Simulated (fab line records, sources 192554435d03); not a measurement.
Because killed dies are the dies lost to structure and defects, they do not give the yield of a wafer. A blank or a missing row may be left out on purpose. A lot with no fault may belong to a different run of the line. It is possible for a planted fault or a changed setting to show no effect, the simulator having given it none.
Struck lot and sound lot, side by side :: flow n5-finfet :: 38 steps out of a route of 1938
Sound: the wafers L912.1, L912.3, L912.4. Struck: wafer L921.4 (left out: L921.1, a lot-mate that was not struck); the cause follows at the end.
At each step with rows: each side's tool, then ch and its chambers, then its first start. Under that, the readings that differ: sound wafers :: struck wafers :: difference of the means :: sigmas: that difference in standard deviations of wafers without a fault.
alike: same words and numbers on both sides, and readings whose means sit less than 2 such deviations apart. not compared: any withheld reading, any reading some wafer has no value for, any bound like >300 that may hide the same value, and any number with overlapping values for which the record gives no deviation.
Wherever a step has rows on one side only, a row that says differs or no value, or a row with sigmas, the two part there. Numbers that don't overlap but have no deviation are shown without sigmas and don't part them. A reading missing from all wafers of one side parts the sides only when that side holds two or more wafers.

first, 9 steps without rows for these wafers: N5_MOL_CONTACT_COAG_SPUTTER_130 (material Co, target thk 47.5 nm); N5_MOL_CONTACT_COAG_PRECLEAN_125 (cleans in DIW, time 57.5 s); N5_MOL_CONTACT_COAG_SRD_126 (dry time 32 s); N5_MOL_CONTACT_COAG_CMP_23 (polishes, stops on SiO2, t overpolish 1.5 s, target thk 0 nm); N5_MOL_CONTACT_COAG_WET_ETCH_26 (target Co, target depth 13 nm); N5_MOL_CONTACT_COAG_WET_ETCH_116 (etches the open film in SC1-inhibited, target depth 4.6 nm, rinse time 30 s); N5_MOL_CONTACT_COAG_ALD_27 (deposits SiOC, target thk 17 nm, pulse time 1.5 s, time 2720 s); N5_MOL_CONTACT_COAG_CMP_28 (polishes, stops on SiNx, t overpolish 0.85 s, target thk 14.522 nm); N5_MOL_CONTACT_COAG_ALD_123 (deposits SiNx, target thk 5 nm, pulse time 1 s, purge time 2 s).
N5_MOL_CONTACT_COAG_PECVD_31: deposits SiO2 from TEOS/O2, target thk 46 nm, time 8.9 s.
  sound on pecvd-04 ch 0,1, day 6 05:18; struck on pecvd-04 ch 1, day 8 19:59
reading: model.SiO2_of_MOL_CONTACT_COAG_PECVD_31.thk-nm (nm)
sound: 45.6 45.8 47.2
struck: 20
difference: -26
sigmas: 
then, 19 steps without rows for these wafers: N5_MOL_CONTACT_COAG_COAT_75 (time 60 s, resist thk 60 nm); N5_MOL_CONTACT_COAG_COAT_76 (time 60 s, resist thk 10 nm); N5_MOL_CONTACT_COAG_COAT_77 (time 60 s, resist thk 10 nm); N5_MOL_CONTACT_COAG_COAT_78 (resist thk 40 nm); N5_MOL_CONTACT_COAG_EBR_80; N5_MOL_CONTACT_COAG_SOFTBAKE_79 (time 60 s); N5_MOL_CONTACT_COAG_EXPOSE_81 (exposes mask VG, defocus 0 nm); N5_MOL_CONTACT_COAG_PEB_82 (peb time 60 s); N5_MOL_CONTACT_COAG_DEVELOP_83 (develop time 30 s); N5_MOL_CONTACT_COAG_DESCUM_88 (chemistry O2, time 7 s); N5_MOL_CONTACT_COAG_ETCH_89 (etches underlayer in N2/H2, target depth 13 nm, time 10.4 s); N5_MOL_CONTACT_COAG_ETCH_90 (etches SiARC in CF4, target depth 13 nm, time 21.7 s); N5_MOL_CONTACT_COAG_ALD_131 (deposits SiO2, target thk 5 nm, pulse time 1 s, co reactant pulse time 1 s); N5_MOL_CONTACT_COAG_ETCHBACK_132 (etches SiO2 in CHF3, target depth 10 nm, time 6.7 s); N5_MOL_CONTACT_COAG_ETCH_91 (etches SOC in N2/H2, target depth 60 nm, overetch 21 nm, time 101.2 s); N5_MOL_CONTACT_COAG_STRIP_92 (strips in N2/H2); N5_MOL_CONTACT_COAG_STRIP_93 (strips in N2/H2); N5_MOL_CONTACT_COAG_ETCHBACK_135 (etches SiO2 in CHF3, target depth 25 nm, time 16.7 s); N5_MOL_CONTACT_COAG_STRIP_118 (strips in CHF3).
N5_MOL_CONTACT_COAG_VIA_ETCH_46: etches SiO2 in C4F6/O2, target depth 46 nm, overetch 9.2 nm, time 40 s.
  sound on rie-diel-06 ch 0,1, day 6 07:07; struck on rie-diel-06 ch 1, day 8 21:20
reading: rf-vpp-V (V)
sound: 1508 1618 1508
struck: 1616
difference: +71
sigmas: +3

reading: model.etch.depth-nm (nm)
sound: 45.56 45.82 47.23
struck: 20.08
difference: -26.12
sigmas: 
  alike: drypump-motor-current-A, oes-product-au, rf-fwd-power-W, showerhead-plenum-p-Torr, throttle-valve-pct
  not compared: rf-hours-counter-h
then, 5 steps without rows for these wafers: N5_MOL_CONTACT_COAG_STRIP_96 (strips in N2/H2); N5_MOL_CONTACT_COAG_ETCH_47 (etches SiNx in CH3F/O2, stops on W, target depth 27 nm); N5_MOL_CONTACT_COAG_STRIP_119 (strips in N2/H2, time 30 s); N5_MOL_CONTACT_COAG_PRECLEAN_144 (cleans in alkaline clean, time 60 s); N5_MOL_CONTACT_COAG_SRD_145 (time 30 s).
N5_MOL_CONTACT_COAG_CMP_52: polishes, stops on SiO2, t overpolish 1.5 s, target thk 66.5 nm.
  sound on cmp-03 ch 0,2,3, day 6 09:39; struck on cmp-04 ch 3, day 9 00:20
reading: model.SiO2_of_MOL_CONTACT_COAG_PECVD_31.thk-nm (nm)
sound: 43.6 43.8 45.2
struck: 18
difference: -26
sigmas: 
  alike: motor-current-A
N5_MOL_CONTACT_COAG_THK_MEAS_53:
  struck on film-metro-02, day 9 00:35; sound on film-metro-02, day 6 09:56
reading: VIA_MOL_THK (nm)
sound: 43.5 43.7 45.3
struck: 18.0
difference: -26.2
sigmas: -34
-- the record jumps here: 4 days lie between the struck wafers' starts before and after (it left off in module MOL_CONTACT_COAG and takes up again in module BEOL_M4, whose first step shown is number 1111 of the route) --
N5_BEOL_M4_RC_MEAS_101:
  sound on prober-01 ch 0, day 9 08:23; struck on prober-01 ch 0, day 12 14:43
  alike: DIBL_N, DIBL_P, IOFF_N, IOFF_P, ION_N, ION_P, SS_N, SS_P, VT_N, VT_P

## WHERE THEY PART
Last at N5_MOL_CONTACT_COAG_THK_MEAS_53 as far as this record goes, first at N5_MOL_CONTACT_COAG_VIA_ETCH_46. Later steps at which nothing parts them and some readings are alike: N5_BEOL_M4_RC_MEAS_101.

WHY: what had been put in by the simulator
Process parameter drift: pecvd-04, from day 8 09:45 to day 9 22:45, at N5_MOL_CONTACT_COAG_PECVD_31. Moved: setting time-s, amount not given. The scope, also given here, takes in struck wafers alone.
